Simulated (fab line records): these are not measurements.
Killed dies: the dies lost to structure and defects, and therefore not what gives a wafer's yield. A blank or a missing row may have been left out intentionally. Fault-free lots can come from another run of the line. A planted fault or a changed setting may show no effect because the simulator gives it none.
Commonality check across tools :: flow nand harc :: 1 lot, 3 wafers sampled

== WHY THIS WAS OPENED ==
At NHARC_END_SORT_01 the reading killed at periphery is flagged on 1 of 1 lot. Wafers without a fault read 2.9, standard deviation 2.
Rule: a lot gets a flag if all its wafers with a number sit over 4 standard deviations from that mean, or if no wafer of it has a number. The rest of the lots are taken to be sound.

lot: L855
measured: day 23 16:49
on: prober-02
killed at periphery, wafer by wafer: 637 637 632
flag: FLAGGED
On average the flagged lots read 635.3, which is +632.4 against the usual, or +99 or more standard deviations.

== TOOL THAT RAN EACH LOT ==
The record keeps 1 process step preceding the reading, out of 1159 steps on the route. Each cell gives the tool, then ch followed by the chambers the sampled wafers passed through, then the start.
lot: L855
flag: FLAGGED
NHARC_P_ZERO_WELL_EXPOSE_34: krf scanner-01 ch 0, day 4 22:01
What these steps do:
- NHARC_P_ZERO_WELL_EXPOSE_34: exposes mask P PWELL, target cd 720 nm.
- NHARC_END_SORT_01

== FLAGGED OVER TOTAL, TOOL BY TOOL (the gauges that took the reading come last) ==
step: NHARC_P_ZERO_WELL_EXPOSE_34
tool: krf scanner-01
lots run: 1
flagged: 1
share of the flagged lots: all
sound lots run after its first flagged lot: 0

step: NHARC_END_SORT_01
tool: prober-02
lots run: 1
flagged: 1
share of the flagged lots: all
sound lots run after its first flagged lot: 0

== WHAT THE TABLE PERMITS ==
Table rows that saw every flagged lot: 2, namely krf scanner-01 at NHARC_P_ZERO_WELL_EXPOSE_34 and prober-02 at NHARC_END_SORT_01.
- krf scanner-01 at NHARC_P_ZERO_WELL_EXPOSE_34: 1 of its 1 lot flagged. With no sound lot run before its first flagged lot in this sample, there is nothing to narrow down the start.
- prober-02 at NHARC_END_SORT_01: 1 of its 1 lot flagged. With no sound lot run before its first flagged lot in this sample, there is nothing to narrow down the start.
A lot count leaves these 2 tools indistinguishable: every one of them fits a fault beginning at some hour. More lots, or a look at what each step does to the wafer, might.

== WHAT THE SIMULATOR PUT IN ==
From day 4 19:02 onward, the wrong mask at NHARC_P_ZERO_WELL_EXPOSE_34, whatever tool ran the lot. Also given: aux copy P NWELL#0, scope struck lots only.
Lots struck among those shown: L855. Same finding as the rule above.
